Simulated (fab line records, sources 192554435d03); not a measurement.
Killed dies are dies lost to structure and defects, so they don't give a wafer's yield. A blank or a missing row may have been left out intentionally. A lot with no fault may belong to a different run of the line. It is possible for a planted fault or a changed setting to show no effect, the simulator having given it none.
Matching of chambers | flow n5Finfet | rieDiel-03 running N5_BEOL_M4_ETCHBACK_99: 4 sister chambers
The step etches SiO2 in CHF3, target depth 5 nm, time 10.4 s. 24 wafers are shown with their chamber, then 12 later ones without.

== EACH WAFER AND ITS CHAMBER ==
wafer  | chamber | showerheadPlenumPTorr (Torr) | oesProductAu (a.u.) | throttleValvePct (%)
L076.3 | 0       | 2.10                         | 0.93                | 16.98
L076.4 | 3       | 2.05                         | 0.70                | 17.21
L076.6 | 0       | 2.10                         | 0.93                | 16.99
L077.1 | 1       | 2.12                         | 0.97                | 17.24
L077.4 | 0       | 2.10                         | 0.92                | 17.01
L077.5 | 1       | 2.12                         | 0.98                | 17.25
L079.4 | 1       | 2.12                         | 0.97                | 17.27
L079.5 | 0       | 2.10                         | 0.92                | 17.01
L079.6 | 3       | 2.04                         | 0.69                | 17.24
L081.1 | 1       | 2.12                         | 0.93                | 17.26
L081.2 | 0       | 2.10                         | 0.89                | 17.03
L081.3 | 2       | 2.10                         | 0.85                | 17.01
L082.1 | 1       | 2.12                         | 0.95                | 17.26
L082.2 | 3       | 2.04                         | 0.69                | 17.23
L082.3 | 2       | 2.10                         | 0.84                | 17.00
L085.1 | 3       | 2.04                         | 0.69                | 17.25
L085.4 | 0       | 2.10                         | 0.91                | 17.02
L085.6 | 0       | 2.10                         | 0.90                | 17.02
L083.2 | 1       | 2.12                         | 0.95                | 17.27
L083.4 | 3       | 2.04                         | 0.69                | 17.23
L083.5 | 2       | 2.10                         | 0.85                | 17.01
L089.1 | 2       | 2.09                         | 0.84                | 17.03
L089.4 | 3       | 2.03                         | 0.68                | 17.28
L089.5 | 3       | 2.04                         | 0.68                | 17.28

SIGNATURES (means of the wafers above)
reading               | chamber 0 | chamber 1 | chamber 2 | chamber 3 | scatter within a chamber
showerheadPlenumPTorr | 2.1000    | 2.1200    | 2.0975    | 2.0400    | 0.00371
oesProductAu          | 0.9143    | 0.9583    | 0.8450    | 0.6886    | 0.0131
throttleValvePct      | 17.0086   | 17.2583   | 17.0125   | 17.2457   | 0.019
Rule: a wafer lies at a distance from a chamber equal to the root of the sum of squares, over the readings, of (its reading less the chamber's mean, divided by the reading's scatter). The wafer belongs to the nearest chamber; if the next one is less than 2 further off, it can't be placed. The scatter: the root of (the sum of the squares of (reading less its chamber's mean) over the shown wafers, divided by (wafers less chambers)).

== WAFERS WITH NO CHAMBER GIVEN ==
wafer  | showerheadPlenumPTorr (Torr) | oesProductAu (a.u.) | throttleValvePct (%)
L087.3 | 2.03                         | 0.68                | 17.28
L087.5 | 2.03                         | 0.67                | 17.30
L087.6 | 2.09                         | 0.87                | 17.05
L093.1 | 2.09                         | 0.81                | 17.05
L093.2 | 2.11                         | 0.90                | 17.30
L093.4 | 2.03                         | 0.67                | 17.30
L095.1 | 2.03                         | 0.67                | 17.30
L095.2 | 2.11                         | 0.89                | 17.31
L095.3 | 2.09                         | 0.86                | 17.06
L096.1 | 2.09                         | 0.81                | 17.07
L096.3 | 2.11                         | 0.88                | 17.31
L096.4 | 2.08                         | 0.86                | 17.09

== WHICH CHAMBER EACH ONE RAN IN ==
wafer  | from the rows above     | in truth
L087.3 | 3                       | 3
L087.5 | 3                       | 3
L087.6 | can't be placed: 2 or 0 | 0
L093.1 | 2                       | 2
L093.2 | 1                       | 1
L093.4 | 3                       | 3
L095.1 | 3                       | 3
L095.2 | 1                       | 1
L095.3 | 2                       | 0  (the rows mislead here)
L096.1 | 2                       | 2
L096.3 | 1                       | 1
L096.4 | can't be placed: 2 or 0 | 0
Correct placement for 9 of the 12. From these rows, 2 cannot be placed; in 2 the true chamber is one of the candidates. Wrongly placed: 1.
